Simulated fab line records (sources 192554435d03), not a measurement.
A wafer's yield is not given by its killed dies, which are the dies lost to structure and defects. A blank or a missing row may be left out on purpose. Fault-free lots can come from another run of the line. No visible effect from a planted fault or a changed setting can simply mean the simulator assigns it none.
Split-lot trial    flow n5_finfet    route with 1938 steps; 7 lots, 21 wafers read

ABOUT THE SPLIT
At N5_FIN_SAQP_FIN_ETCH_36 (etches the open film in HBr/Cl2/O2, target depth 120 nm, time 50.4 s), the setting icp_w was moved away from the recipe's 800 W on 4 of the 21 wafers read, by -11.9% to +12.4%. This setting was run at the recipe's value on the other wafers.

The reading comes from the split's own step.

THE READING
FIN_SAQP.feature_depth_nm (the simulator's own value, which no gauge read), in nm, at N5_FIN_SAQP_FIN_ETCH_36 (etches the open film in HBr/Cl2/O2, target depth 120 nm, time 50.4 s). The file gives no usual value for it. Across the 17 wafers here that went through the recipe, the average is 120.0 nm and the standard deviation 1.9 nm.

wafer   tool, chamber at the split  icp_w as run, W  against the recipe  FIN_SAQP.feature_depth_nm, nm  against lot-mates on the recipe
L081.1  rie_si-03, 2                800              recipe              123.6                          -
L081.4  rie_si-03, 0                890.4            +11.3%              126.6                          +4.6
L081.5  rie_si-03, 0                800              recipe              120.4                          -
L083.1  rie_si-03, 2                800              recipe              122.6                          -
L083.4  rie_si-03, 3                800              recipe              118.6                          -
L083.5  rie_si-03, 2                800              recipe              122.6                          -
L084.1  rie_si-03, 2                800              recipe              121.6                          -
L084.3  rie_si-03, 1                800              recipe              119.4                          -
L084.6  rie_si-03, 2                800              recipe              120.8                          -
L085.4  rie_si-03, 2                899.4            +12.4%              127.6                          +6.8
L085.5  rie_si-03, 1                800              recipe              119.2                          -
L085.6  rie_si-03, 2                800              recipe              122.4                          -
L086.2  rie_si-01, 0                800              recipe              119                            -
L086.4  rie_si-01, 3                704.8            -11.9%              113.2                          -5.4
L086.6  rie_si-01, 2                800              recipe              118.2                          -
L088.3  rie_si-05, 2                800              recipe              117                            -
L088.4  rie_si-05, 0                800              recipe              117.4                          -
L088.5  rie_si-05, 3                800              recipe              118.8                          -
L095.3  rie_si-03, 3                726.4            -9.2%               114                            -5.3
L095.4  rie_si-03, 3                800              recipe              119.6                          -
L095.6  rie_si-03, 1                800              recipe              119                            -

FIT RESULTS
A straight line over all 21 wafers: FIN_SAQP.feature_depth_nm changes by +0.6 nm for each +1% of icp_w; r = +0.87; the points scatter about the line by 1.8 nm.
The same after taking each lot's own level away (the mean of its wafers on the recipe; 21 wafers): +0.491 nm for each +1%; r = +0.90; scatter 1.2 nm.
Per that fit: largest icp_w move, reading shift of 6.1 nm.
From 117.73 to 122.00 nm: that is the span of the lots' own levels, equal to 2.2 times the standard deviation above.
In other words, the slope is changed by the lot-to-lot level; the two fits disagree.
Check: for one of the wafers moved furthest among these (+12.4%), held out of the fit, the line's prediction against its lot-mates is +5.69 nm. It came out at +6.8 nm against them.

OTHER SPLITS APPLIED TO THESE WAFERS
Note: prior to the reading, these wafers also went through further splits. Each is held against what the fit with the lots' levels taken away leaves over:
other split on the same wafers             wafers away from the commonest value  r with FIN_SAQP.feature_depth_nm (lot level and that fit taken away)
N5_ZERO_LAYER_EXPOSE_08 dose_mj            10                                    +0.16
N5_ZERO_LAYER_DEVELOP_10 develop_time_s    7                                     -0.04
N5_PMOS_HMC_CHANNEL_EPI_PEB_07 peb_time_s  5                                     -0.08
N5_FIN_SAQP_PEB_14 peb_time_s              7                                     -0.29

THE WHOLE CHAIN: every reading that the file lists as answering this split, in the file's order
step                     what it does                                                          reading                                                                     change (the file's fit)                r (the file's)
N5_FIN_SAQP_FIN_ETCH_36  etches the open film in HBr/Cl2/O2, target depth 120 nm, time 50.4 s  etch.depth_nm (the simulator's own value, which no gauge read)              +0.489 nm for each +1% of the setting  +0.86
N5_FIN_SAQP_FIN_ETCH_36  etches the open film in HBr/Cl2/O2, target depth 120 nm, time 50.4 s  FIN_SAQP.feature_depth_nm (the simulator's own value, which no gauge read)  +0.491 nm for each +1% of the setting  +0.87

FILE'S OWN FIT
FIN_SAQP.feature_depth_nm changes by +0.491 nm for each +1% of icp_w, r = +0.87.
